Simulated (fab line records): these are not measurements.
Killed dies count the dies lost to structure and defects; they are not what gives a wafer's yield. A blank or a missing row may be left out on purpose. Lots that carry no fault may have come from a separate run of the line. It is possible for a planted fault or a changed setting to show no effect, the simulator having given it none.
fab line records | flow n5Finfet
[record] lots = 7 wafers = 21
route steps=1938 shown BEOL_M1@778 BEOL_M2@873 BEOL_M3@959 BEOL_M4@1040 BEOL_M5@1140
startH: the number of hours between the record's first day and the start of the first shown wafer of the lot | waitH: how many hours have passed since the lot's step before this one | " repeats the value in the row above | L1.1+2: a single row standing in for several wafers | - no value, or no start given | * or withheld: withheld | < > ~ a bound
route shown NAME@n: names a module that has steps shown in the file, with the first one's number in the route | usual: mean/standard deviation of fault-free wafers | same: alike in all rows | chamber/n: place in a boat | sites: per-site readings | _std_site: standard deviation across them | _edge_site: mean of outer sites minus mean of inner sites | radiusMm: how far each site lies from the wafer's centre | mask NAME#n: copy n | behind: tool/chamber where the wafer was last shaped | hold: why the lot was held/for how many hours/how that ended | device: whichever transistor did not switch (one of n, p or np) | end of line: tests of these same wafers at the route's end | where a step has no rows: the recipe by itself | killed: dies that structure and defects cost at the first sort, which is not the same as the wafer's yield | map: dies across one wafer; x = killed, . = not, _ = none there
set.NAME: the setting the step ran with; set.NAME@STEP: the setting that earlier step ran with | model.NAME: the simulator's own value behind a step, which no gauge read
lots whose settings were changed on purpose; a table a step, a row a wafer
[[steps]]
[step N5_BEOL_M1_COAT_68]
[recipe] resist = SiARC tempC = 220 timeS = 60 spinRpm = 1500 resistThkNm = 12
// columns lot.wafer tool chamber startH waitH set.spinRpm model.SiARC_of_BEOL_M1_COAT_68.thkNm
L075.2+5 lithoTrack-05 0 - - 1392 12.4
L075.4 " 0 " " 1500 12
L077.1 lithoTrack-05 0 - - 1386 12.6
L077.2 " 0 " " 1386 12.4
L077.3 " 0 " " 1500 12
L080.1+3+6 lithoTrack-03 0 - - 1500 12
L083.2+4+5 lithoTrack-03 0 - - 1500 12
L085.3+5 lithoTrack-04 0 - - 1584 11.8
L085.6 " 0 " " 1500 12
L090.2 lithoTrack-03 0 - - 1338 12.6
L090.5+6 " 0 " " 1500 12
L091.2+4 lithoTrack-05 0 - - 1500 12
L091.3 " 0 " " 1589 11.8
[step N5_BEOL_M1_COAT_76]
[recipe] resist = underlayer tempC = 205 timeS = 60 spinRpm = 1500 resistThkNm = 5
[step N5_BEOL_M1_COAT_22]
[recipe] resist = CAR-EUV spinRpm = 1500 resistThkNm = 30
[step N5_BEOL_M1_DESCUM_33]
[recipe] chemistry = O2 timeS = 7 sourcePowerW = 50 biasPowerW = 20 pressureMtorr = 20 rfFrequencyHz = 2.712e+07 tempC = 40 resist = CAR-EUV o2FlowSccm = 225
[step N5_BEOL_M1_ETCH_77]
[recipe] chemistry = N2/H2 target = underlayer targetDepthA = 65 maskMaterial = CAR-EUV timeS = 5.2 ionEnergyEv = 200 pressureMtorr = 30 sourceW = 840 biasW = 150 n2FlowSccm = 200 h2FlowSccm = 200 ends = cleared
[step N5_BEOL_M1_ETCH_69]
[recipe] chemistry = CF4 target = SiARC targetDepthA = 156 maskMaterial = CAR-EUV timeS = 26 ionEnergyEv = 80 pressureMtorr = 40 sourceW = 545 biasW = 36 Ar_flow_sccm = 100 cf4FlowSccm = 100 ends = cleared
// columns lot.wafer tool chamber startH waitH set.spinRpm@BEOL_M1_COAT_68 model.etch.depthNm model.CAR-EUV_of_BEOL_M1_COAT_22.thkNm
L075.2+5 rieDiel-05 2,3 138.17 0.0 1392 12.46 10.8
L075.4 " 3 " " 1500 12.02 11.2
L077.1 rieDiel-05 3 158.75 0.0 1386 12.51 11
L077.2 " 1 " " 1386 12.44 11
L077.3 " 0 " " 1500 11.98 11.2
L080.1 rieDiel-05 2 164.19 0.0 1500 12.05 11.2
L080.3 " 1 " " 1500 12.08 11.4
L080.6 " 0 " " 1500 12.08 11.2
L083.2 rieDiel-02 0 177.90 0.0 1500 11.97 11.2
L083.4 " 3 " " 1500 12 11.2
L083.5 " 2 " " 1500 12.01 11.2
L085.3 rieDiel-04 1 194.01 0.0 1584 11.7 11.2
L085.5 " 1 " " 1584 11.71 11.2
L085.6 " 0 " " 1500 12.08 11
L090.2 rieDiel-02 0 221.21 0.0 1338 12.69 10.4
L090.5 " 2 " " 1500 11.98 11.2
L090.6 " 3 " " 1500 11.98 11
L091.2 rieDiel-02 1 224.63 0.0 1500 12.03 11.2
L091.3 " 0 " " 1589 11.71 11.4
L091.4 " 2 " " 1500 12.05 11.2
[step N5_BEOL_M1_ALD_98]
[recipe] material = SiO2 targetThkA = 25 tempC = 100 aldPrecursorFamily = BDEAS aldCoReactant = O2-plasma pulseTimeS = 1 coReactantPulseTimeS = 1 purgeTimeS = 2 coReactantPurgeTimeS = 2 aldCycles = 17 pressureTorr = 2
[step N5_BEOL_M1_ETCHBACK_99]
[recipe] chemistry = CHF3 target = SiO2 targetDepthA = 50 timeS = 10.4 sourceW = 215 biasW = 47 Ar_flow_sccm = 200 CHF3_flow_sccm = 12 ionEnergyEv = 100 pressureMtorr = 30
// columns lot.wafer tool chamber startH waitH set.spinRpm@BEOL_M1_COAT_68 model.CAR-EUV_of_BEOL_M1_COAT_22.thkNm
L075.2+5 rieDiel-05 3,2 144.58 6.2 1392 10
L075.4 " 0 " " 1500 10.4
L077.1+2 rieDiel-02 1,0 160.90 2.0 1386 10.2
L077.3 " 3 " " 1500 10.6
L080.1+3 rieDiel-02 3,1 172.39 8.1 1500 10.6
L080.6 " 1 " " 1500 10.4
L083.2 rieDiel-04 0 181.45 2.9 1500 10.6
L083.4+5 " 3 " " 1500 10.4
L085.3+5 rieDiel-05 1,0 203.80 9.6 1584 10.4
L085.6 " 1 " " 1500 10.2
L090.2 rieDiel-02 1 224.22 2.6 1338 9.8
L090.5 " 1 " " 1500 10.6
L090.6 " 0 " " 1500 10.4
L091.2+4 rieDiel-02 3,0 233.59 8.8 1500 10.4
L091.3 " 1 " " 1589 10.6
[step N5_BEOL_M1_ETCH_70]
[recipe] chemistry = N2/H2 target = SOC targetDepthA = 800 overetchA = 160 maskMaterial = SiARC tempC = 40 timeS = 120 ionEnergyEv = 200 pressureMtorr = 30 sourceW = 840 biasW = 150 n2FlowSccm = 200 h2FlowSccm = 200
// columns lot.wafer tool chamber startH waitH set.spinRpm@BEOL_M1_COAT_68 model.SiARC_of_BEOL_M1_COAT_68.thkNm
L075.2 rieDiel-05 3 144.62 0.0 1392 7
L075.4 " 0 " " 1500 6.4
L075.5 " 2 " " 1392 6.8
L077.1 rieDiel-02 1 160.94 0.0 1386 6.8
L077.2 " 0 " " 1386 7
L077.3 " 3 " " 1500 6.4
L080.1+3+6 rieDiel-02 3,1,1 172.43 0.0 1500 6.4
L083.2+4 rieDiel-04 0,3 181.49 0.0 1500 6.4
L083.5 " 3 " " 1500 6.2
L085.3 rieDiel-05 1 203.84 0.0 1584 5.8
L085.5 " 0 " " 1584 6
L085.6 " 1 " " 1500 6.2
L090.2 rieDiel-02 1 224.25 0.0 1338 7
L090.5+6 " 1,0 " " 1500 6.4
L091.2 rieDiel-02 3 233.62 0.0 1500 6.4
L091.3 " 1 " " 1589 6
L091.4 " 0 " " 1500 6.6
[step N5_BEOL_M2_EXPOSE_25]
[recipe] maskId = V1 na = 0.33 sourceShape = quasar sigmaInner = 0.2 sigmaOuter = 0.8 polarization = unpolarized defocusNm = 5 doseMj = 63
// columns lot.wafer tool chamber startH waitH mask set.doseMj
L075.2+4+5 euvScanner-01 0 150.93 - V1#0 67.54
L077.1+2+3 euvScanner-01 0 166.91 - V1#0 63
L080.1+6 euvScanner-02 0 181.07 - V1#0 66.88
L080.3 " 0 " " V1#0 63
L083.2+4+5 euvScanner-02 0 188.56 - V1#0 63
L085.3+6 euvScanner-01 0 212.32 - V1#0 63
L085.5 " 0 " " V1#0 59.77
L090.2+6 euvScanner-01 0 231.82 - V1#0 64.43
L090.5 " 0 " " V1#0 63
L091.2 euvScanner-01 0 240.51 - V1#0 65.34
L091.3+4 " 0 " " V1#0 63
[step N5_BEOL_M2_PEB_26]
[recipe] pebTempC = 100 pebTimeS = 60 resist = CAR-EUV
[step N5_BEOL_M2_DEVELOP_27]
[recipe] developTimeS = 30 developer = TMAH resist = CAR-EUV rinseLiquid = surfactantRinse dry = airSpin devTempC = 23
[step N5_BEOL_M2_CD_MEAS_28]
[recipe] targetCdNm = 26.2 landingEnergyEv = 500 detector = seInlens targetCdYNm = 24.1 polarity = opening
[usual] cdNm = 26.21/0.24
// columns lot.wafer tool chamber startH waitH set.doseMj@BEOL_M2_EXPOSE_25 cdNm
L075.2 cdSem-02 0 151.07 - 67.54 27.45
L075.4 " 0 " " 67.54 27.45
L075.5 " 0 " " 67.54 27.43
L077.1 cdSem-02 0 167.06 - 63 26.21
L077.2 " 0 " " 63 26.44
L077.3 " 0 " " 63 26.14
L080.1 cdSem-02 0 181.21 - 66.88 27.48
L080.3 " 0 " " 63 26.04
L080.6 " 0 " " 66.88 27.33
L083.2 cdSem-02 0 188.69 - 63 25.99
L083.4 " 0 " " 63 25.97
L083.5 " 0 " " 63 26.62
L085.3 cdSem-01 0 212.45 - 63 26.26
L085.5 " 0 " " 59.77 25.47
L085.6 " 0 " " 63 25.94
L090.2 cdSem-02 0 231.96 - 64.43 26.83
L090.5 " 0 " " 63 26.39
L090.6 " 0 " " 64.43 26.87
L091.2 cdSem-01 0 240.65 - 65.34 26.77
L091.3 " 0 " " 63 25.83
L091.4 " 0 " " 63 26.35
[step N5_BEOL_M2_ETCH_70]
[recipe] chemistry = N2/H2 target = SOC targetDepthA = 800 overetchA = 240 maskMaterial = SiARC tempC = 40 timeS = 130 ionEnergyEv = 200 pressureMtorr = 30 sourceW = 840 biasW = 150 n2FlowSccm = 200 h2FlowSccm = 200
// columns lot.wafer tool chamber startH waitH set.timeS model.SiARC_of_BEOL_M2_COAT_68.thkNm
L075.2+4 rieDiel-06 3 156.89 0.0 130 5.6
L075.5 " 2 " " 103.4 7.2
L077.1+3 rieDiel-01 0,1 181.45 0.0 130 5.8
L077.2 " 2 " " 154.1 4.6
L080.1+3 rieDiel-06 1,0 198.73 0.0 130 5.8
L080.6 " 2 " " 130 6
L083.2+4+5 rieDiel-01 2,0,1 198.97 0.0 130 5.8
L085.3+5+6 rieDiel-01 2,0,3 214.44 0.0 130 5.8
L090.2 rieDiel-01 3 233.66 0.0 108.4 6.8
L090.5+6 " 0,3 " " 130 5.8
L091.2+3 rieDiel-01 3,1 259.58 0.0 104 7
L091.4 " 2 " " 130 5.8
[step N5_BEOL_M3_COAT_76]
[recipe] resist = underlayer tempC = 205 timeS = 60 spinRpm = 1500 resistThkNm = 5
// columns lot.wafer tool chamber startH waitH set.spinRpm
L075.2 lithoTrack-02 0 - - 1500
L075.4+5 " 0 " " 1555
L077.1 lithoTrack-03 0 - - 1606
L077.2+3 " 0 " " 1500
L080.1+6 lithoTrack-02 0 - - 1500
L080.3 " 0 " " 1402
L083.2+4+5 lithoTrack-03 0 - - 1500
L085.3 lithoTrack-03 0 - - 1544
L085.5+6 " 0 " " 1500
L090.2+5 lithoTrack-03 0 - - 1500
L090.6 " 0 " " 1374
L091.2+4 lithoTrack-02 0 - - 1428
L091.3 " 0 " " 1500
[step N5_BEOL_M3_COAT_22]
[recipe] resist = CAR-EUV spinRpm = 1500 resistThkNm = 30
[step N5_BEOL_M3_EBR_24]
[recipe] solvent = PGMEA ebrWidthMm = 1.5
[step N5_BEOL_M3_DESCUM_33]
[recipe] chemistry = O2 timeS = 7 sourcePowerW = 50 biasPowerW = 20 pressureMtorr = 20 rfFrequencyHz = 2.712e+07 tempC = 40 resist = CAR-EUV o2FlowSccm = 225
[step N5_BEOL_M3_ETCH_77]
[recipe] chemistry = N2/H2 target = underlayer targetDepthA = 65 maskMaterial = CAR-EUV timeS = 5.2 ionEnergyEv = 200 pressureMtorr = 30 sourceW = 840 biasW = 150 n2FlowSccm = 200 h2FlowSccm = 200 ends = cleared
// columns lot.wafer tool chamber startH waitH set.spinRpm@BEOL_M3_COAT_76 model.etch.depthNm
L075.2 rieDiel-05 0 163.84 0.0 1500 5.012
L075.4+5 " 2,3 " " 1555 4.918
L077.1 rieDiel-05 0 188.89 0.0 1606 4.869
L077.2 " 2 " " 1500 5.024
L077.3 " 3 " " 1500 5.018
L080.1 rieDiel-02 1 205.98 0.0 1500 5.006
L080.3 " 2 " " 1402 5.186
L080.6 " 2 " " 1500 5.014
L083.2 rieDiel-02 3 206.58 0.0 1500 5.029
L083.4 " 3 " " 1500 5.035
L083.5 " 1 " " 1500 5.019
L085.3 rieDiel-05 0 223.11 0.0 1544 4.939
L085.5+6 " 3,1 " " 1500 4.999
L090.2 rieDiel-02 3 240.76 0.0 1500 5.001
L090.5 " 3 " " 1500 5.012
L090.6 " 2 " " 1374 5.255
L091.2 rieDiel-04 3 269.58 0.0 1428 5.112
L091.3 " 2 " " 1500 4.97
L091.4 " 0 " " 1428 5.123
[step N5_BEOL_M4_ETCH_64]
[recipe] chemistry = N2/H2 target = SOC targetDepthA = 750 overetchA = 225 maskMaterial = SiARC tempC = 40 timeS = 121.9 ionEnergyEv = 200 pressureMtorr = 30 sourceW = 840 biasW = 150 n2FlowSccm = 200 h2FlowSccm = 200
[usual] rfVppV = 524.4/2.3
// columns lot.wafer tool chamber startH waitH set.biasW rfVppV model.SiARC_of_BEOL_M4_COAT_62.thkNm
L075.2 rieDiel-06 1 177.95 0.0 141.4 502.3 6.6
L075.4 " 2 " " 141.4 503.7 6.6
L075.5 " 3 " " 150 524.0 6.2
L077.1 rieDiel-03 3 208.37 0.0 150 521.8 6.4
L077.2 " 0 " " 150 525.8 6.4
L077.3 " 1 " " 150 528.0 6.4
L083.2 rieDiel-03 1 223.43 0.0 150 528.2 6.4
L083.4 " 0 " " 150 525.6 6.4
L083.5 " 1 " " 150 527.8 6.4
L080.1 rieDiel-03 1 228.70 0.0 176.5 585.3 5.4
L080.3 " 2 " " 150 528.8 6.4
L080.6 " 2 " " 176.5 584.0 5.2
L085.3 rieDiel-03 2 239.65 0.0 150 527.0 6.4
L085.5 " 1 " " 150 528.2 6.4
L085.6 " 0 " " 150 524.9 6.4
L090.2 rieDiel-01 2 257.59 0.0 123.8 465.3 7.6
L090.5 " 3 " " 150 522.5 6.4
L090.6 " 2 " " 123.8 466.7 7.6
L091.2 rieDiel-03 1 277.01 0.0 150 527.3 6.4
L091.3 " 3 " " 135.1 487.1 7.2
L091.4 " 3 " " 150 519.3 6.4
[step N5_BEOL_M4_COAT_22]
[recipe] resist = CAR-EUV spinRpm = 1500 resistThkNm = 30
// columns lot.wafer tool chamber startH waitH set.spinRpm model.CAR-EUV_of_BEOL_M4_COAT_22.thkNm
L075.2+4 lithoTrack-05 0 - - 1617 29
L075.5 " 0 " " 1500 30
L077.1+2 lithoTrack-04 0 - - 1500 30
L077.3 " 0 " " 1579 29.2
L083.2+4+5 lithoTrack-04 0 - - 1500 30
L080.1 lithoTrack-04 0 - - 1500 30.2
L080.3+6 " 0 " " 1500 30
L085.3 lithoTrack-04 0 - - 1410 31
L085.5 " 0 " " 1500 30
L085.6 " 0 " " 1410 31.2
L090.2+5+6 lithoTrack-01 0 - - 1500 30
L091.2 lithoTrack-04 0 - - 1454 30.4
L091.3+4 " 0 " " 1500 30
[step N5_BEOL_M4_EBR_24]
[recipe] solvent = PGMEA ebrWidthMm = 1.5
[step N5_BEOL_M4_SOFTBAKE_23]
[recipe] tempC = 110 timeS = 60 resist = CAR-EUV
[step N5_BEOL_M4_EXPOSE_25]
[recipe] maskId = V3 na = 0.33 sourceShape = quasar sigmaInner = 0.2 sigmaOuter = 0.8 polarization = unpolarized defocusNm = 5 doseMj = 63
[step N5_BEOL_M4_PEB_26]
[recipe] pebTempC = 100 pebTimeS = 60 resist = CAR-EUV
[step N5_BEOL_M4_DEVELOP_27]
[recipe] developTimeS = 30 developer = TMAH resist = CAR-EUV rinseLiquid = surfactantRinse dry = airSpin devTempC = 23
// columns lot.wafer tool chamber startH waitH set.spinRpm@BEOL_M4_COAT_22 model.CAR-EUV_of_BEOL_M4_COAT_22.thkNm
L075.2 lithoTrack-05 0 - - 1617 28.4
L075.4 " 0 " " 1617 28.6
L075.5 " 0 " " 1500 29.6
L077.1+2 lithoTrack-05 0 - - 1500 29.4
L077.3 " 0 " " 1579 28.8
L083.2+4 lithoTrack-05 0 - - 1500 29.6
L083.5 " 0 " " 1500 29.4
L080.1+3+6 lithoTrack-04 0 - - 1500 29.6
L085.3+6 lithoTrack-04 0 - - 1410 30.6
L085.5 " 0 " " 1500 29.6
L090.2 lithoTrack-01 0 - - 1500 29.6
L090.5+6 " 0 " " 1500 29.4
L091.2 lithoTrack-05 0 - - 1454 30
L091.3+4 " 0 " " 1500 29.6
[step N5_BEOL_M5_COAT_66]
[recipe] resist = SiARC tempC = 220 timeS = 60 spinRpm = 1500 resistThkNm = 12
// columns lot.wafer tool chamber startH waitH set.spinRpm model.SiARC_of_BEOL_M5_COAT_66.thkNm
L075.2 lithoTrack-01 0 - - 1500 12
L075.4+5 " 0 " " 1647 11.4
L077.1+2+3 lithoTrack-03 0 - - 1593 11.6
L083.2+4+5 lithoTrack-02 0 - - 1500 12
L080.1+6 lithoTrack-01 0 - - 1500 12
L080.3 " 0 " " 1593 11.6
L085.3+5 lithoTrack-01 0 - - 1595 11.6
L085.6 " 0 " " 1500 12
L090.2+5 lithoTrack-01 0 - - 1500 12
L090.6 " 0 " " 1376 12.6
L091.2 lithoTrack-01 0 - - 1347 12.6
L091.3+4 " 0 " " 1500 12
[step N5_BEOL_M5_COAT_22]
[recipe] resist = CAR-EUV spinRpm = 1500 resistThkNm = 30
// columns lot.wafer tool chamber startH waitH set.spinRpm model.CAR-EUV_of_BEOL_M5_COAT_22.thkNm
L075.2+5 lithoTrack-01 0 - - 1500 30
L075.4 " 0 " " 1605 29
L077.1+2 lithoTrack-03 0 - - 1500 30
L077.3 " 0 " " 1335 31.8
L083.2+5 lithoTrack-02 0 - - 1500 29.8
L083.4 " 0 " " 1500 30
L080.1+3 lithoTrack-01 0 - - 1412 31
L080.6 " 0 " " 1500 30.2
L085.3 lithoTrack-01 0 - - 1337 31.8
L085.5+6 " 0 " " 1500 30
L090.2 lithoTrack-01 0 - - 1500 30
L090.5+6 " 0 " " 1500 29.8
L091.2+3+4 lithoTrack-01 0 - - 1500 29.8
[step N5_BEOL_M5_EBR_24]
[recipe] solvent = PGMEA ebrWidthMm = 1.5
[step N5_BEOL_M5_SOFTBAKE_23]
[recipe] tempC = 110 timeS = 60 resist = CAR-EUV
[step N5_BEOL_M5_EXPOSE_25]
[recipe] maskId = V4 na = 0.33 sourceShape = quasar sigmaInner = 0.2 sigmaOuter = 0.6 polarization = unpolarized defocusNm = 10 doseMj = 52.75
[step N5_BEOL_M5_PEB_26]
[recipe] pebTempC = 100 pebTimeS = 60 resist = CAR-EUV
[step N5_BEOL_M5_DEVELOP_27]
[recipe] developTimeS = 30 developer = TMAH resist = CAR-EUV rinseLiquid = surfactantRinse dry = airSpin devTempC = 23
// columns lot.wafer tool chamber startH waitH set.spinRpm@BEOL_M5_COAT_22 model.CAR-EUV_of_BEOL_M5_COAT_22.thkNm
L075.2+5 lithoTrack-01 0 - - 1500 29.6
L075.4 " 0 " " 1605 28.4
L077.1+2 lithoTrack-01 0 - - 1500 29.6
L077.3 " 0 " " 1335 31.2
L083.2+4+5 lithoTrack-03 0 - - 1500 29.4
L080.1+3 lithoTrack-03 0 - - 1412 30.6
L080.6 " 0 " " 1500 29.8
L085.3 lithoTrack-01 0 - - 1337 31.2
L085.5+6 " 0 " " 1500 29.6
L090.2+5+6 lithoTrack-01 0 - - 1500 29.4
L091.2+3+4 lithoTrack-02 0 - - 1500 29.4
[step N5_BEOL_M5_DESCUM_33]
[recipe] chemistry = O2 timeS = 7 sourcePowerW = 50 biasPowerW = 20 pressureMtorr = 20 rfFrequencyHz = 2.712e+07 tempC = 40 resist = CAR-EUV o2FlowSccm = 225
[step N5_BEOL_M5_ETCH_75]
[recipe] chemistry = N2/H2 target = underlayer targetDepthA = 65 maskMaterial = CAR-EUV timeS = 5.2 ionEnergyEv = 200 pressureMtorr = 30 sourceW = 840 biasW = 150 n2FlowSccm = 200 h2FlowSccm = 200 ends = cleared
[step N5_BEOL_M5_ETCH_67]
[recipe] chemistry = CF4 target = SiARC targetDepthA = 156 maskMaterial = CAR-EUV timeS = 26 ionEnergyEv = 80 pressureMtorr = 40 sourceW = 545 biasW = 36 Ar_flow_sccm = 100 cf4FlowSccm = 100 ends = cleared
// columns lot.wafer tool chamber startH waitH set.spinRpm@BEOL_M5_COAT_66 model.etch.depthNm
L075.2 rieDiel-02 3 207.59 0.0 1500 12.03
L075.4 " 3 " " 1647 11.46
L075.5 " 3 " " 1647 11.45
L077.1 rieDiel-05 3 220.91 0.0 1593 11.65
L077.2 " 0 " " 1593 11.64
L077.3 " 1 " " 1593 11.63
L083.2 rieDiel-04 0 236.83 0.0 1500 11.95
L083.4 " 2 " " 1500 11.97
L083.5 " 1 " " 1500 11.92
L080.1 rieDiel-05 3 243.37 0.0 1500 12
L080.3 " 2 " " 1593 11.66
L080.6 " 1 " " 1500 12.06
L085.3 rieDiel-02 0 269.41 0.0 1595 11.67
L085.5 " 2 " " 1595 11.61
L085.6 " 1 " " 1500 12.03
L090.2 rieDiel-04 0 279.91 0.0 1500 11.98
L090.5 " 2 " " 1500 12
L090.6 " 1 " " 1376 12.51
L091.2 rieDiel-04 1 304.13 0.0 1347 12.65
L091.3 " 0 " " 1500 12
L091.4 " 3 " " 1500 11.99
[step N5_BEOL_M5_ETCH_68]
[recipe] chemistry = N2/H2 target = SOC targetDepthA = 800 overetchA = 160 maskMaterial = SiARC tempC = 40 timeS = 120 ionEnergyEv = 200 pressureMtorr = 30 sourceW = 840 biasW = 150 n2FlowSccm = 200 h2FlowSccm = 200
// columns lot.wafer tool chamber startH waitH set.spinRpm@BEOL_M5_COAT_66 model.SiARC_of_BEOL_M5_COAT_66.thkNm
L075.2 rieDiel-02 3 207.64 0.0 1500 6.6
L075.4+5 " 3 " " 1647 6
L077.1 rieDiel-05 3 220.94 0.0 1593 6.2
L077.2 " 0 " " 1593 6
L077.3 " 1 " " 1593 5.8
L083.2+4+5 rieDiel-04 0,2,1 236.86 0.0 1500 6.4
L080.1 rieDiel-05 3 243.40 0.0 1500 6.6
L080.3 " 2 " " 1593 6
L080.6 " 1 " " 1500 6.2
L085.3 rieDiel-02 0 269.44 0.0 1595 6.2
L085.5 " 2 " " 1595 5.8
L085.6 " 1 " " 1500 6.4
L090.2+5 rieDiel-04 0,2 279.93 0.0 1500 6.4
L090.6 " 1 " " 1376 7
L091.2 rieDiel-04 1 304.15 0.0 1347 7.2
L091.3 " 0 " " 1500 6.4
L091.4 " 3 " " 1500 6.2
[[key]]
[split] step = N5_BEOL_M1_COAT_68 setting = spinRpm stated = 1500 by = wafer
[response] step = N5_BEOL_M1_COAT_68 reading = model.SiARC_of_BEOL_M1_COAT_68.thkNm change = -0.0528 per = 1% r = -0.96
[response] step = N5_BEOL_M1_ETCH_69 reading = model.etch.depthNm change = -0.0638 per = 1% r = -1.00
[response] step = N5_BEOL_M1_ETCH_69 reading = model.CAR-EUV_of_BEOL_M1_COAT_22.thkNm change = +0.0487 per = 1% r = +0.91
[response] step = N5_BEOL_M1_ETCHBACK_99 reading = model.CAR-EUV_of_BEOL_M1_COAT_22.thkNm change = +0.0539 per = 1% r = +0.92
[response] step = N5_BEOL_M1_ETCH_70 reading = model.SiARC_of_BEOL_M1_COAT_68.thkNm change = -0.0633 per = 1% r = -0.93
[split] step = N5_BEOL_M2_EXPOSE_25 setting = doseMj stated = 63 by = wafer
[response] step = N5_BEOL_M2_CD_MEAS_28 reading = cdNm change = +0.182 per = 1% r = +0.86
[split] step = N5_BEOL_M2_ETCH_70 setting = timeS stated = 130 by = wafer
[response] step = N5_BEOL_M2_ETCH_70 reading = model.SiARC_of_BEOL_M2_COAT_68.thkNm change = -0.0665 per = 1% r = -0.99
[split] step = N5_BEOL_M3_COAT_76 setting = spinRpm stated = 1500 by = wafer
[response] step = N5_BEOL_M3_ETCH_77 reading = model.etch.depthNm change = -0.0266 per = 1% r = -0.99
[split] step = N5_BEOL_M4_ETCH_64 setting = biasW stated = 150 by = wafer
[response] step = N5_BEOL_M4_ETCH_64 reading = rfVppV change = +3.28 per = 1% r = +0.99
[response] step = N5_BEOL_M4_ETCH_64 reading = model.SiARC_of_BEOL_M4_COAT_62.thkNm change = -0.0676 per = 1% r = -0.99
[split] step = N5_BEOL_M4_COAT_22 setting = spinRpm stated = 1500 by = wafer
[response] step = N5_BEOL_M4_COAT_22 reading = model.CAR-EUV_of_BEOL_M4_COAT_22.thkNm change = -0.148 per = 1% r = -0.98
[response] step = N5_BEOL_M4_DEVELOP_27 reading = model.CAR-EUV_of_BEOL_M4_COAT_22.thkNm change = -0.142 per = 1% r = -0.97
[split] step = N5_BEOL_M5_COAT_66 setting = spinRpm stated = 1500 by = wafer
[response] step = N5_BEOL_M5_COAT_66 reading = model.SiARC_of_BEOL_M5_COAT_66.thkNm change = -0.0633 per = 1% r = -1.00
[response] step = N5_BEOL_M5_ETCH_67 reading = model.etch.depthNm change = -0.0619 per = 1% r = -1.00
[response] step = N5_BEOL_M5_ETCH_68 reading = model.SiARC_of_BEOL_M5_COAT_66.thkNm change = -0.0721 per = 1% r = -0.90
[split] step = N5_BEOL_M5_COAT_22 setting = spinRpm stated = 1500 by = wafer
[response] step = N5_BEOL_M5_COAT_22 reading = model.CAR-EUV_of_BEOL_M5_COAT_22.thkNm change = -0.158 per = 1% r = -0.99
[response] step = N5_BEOL_M5_DEVELOP_27 reading = model.CAR-EUV_of_BEOL_M5_COAT_22.thkNm change = -0.149 per = 1% r = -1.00
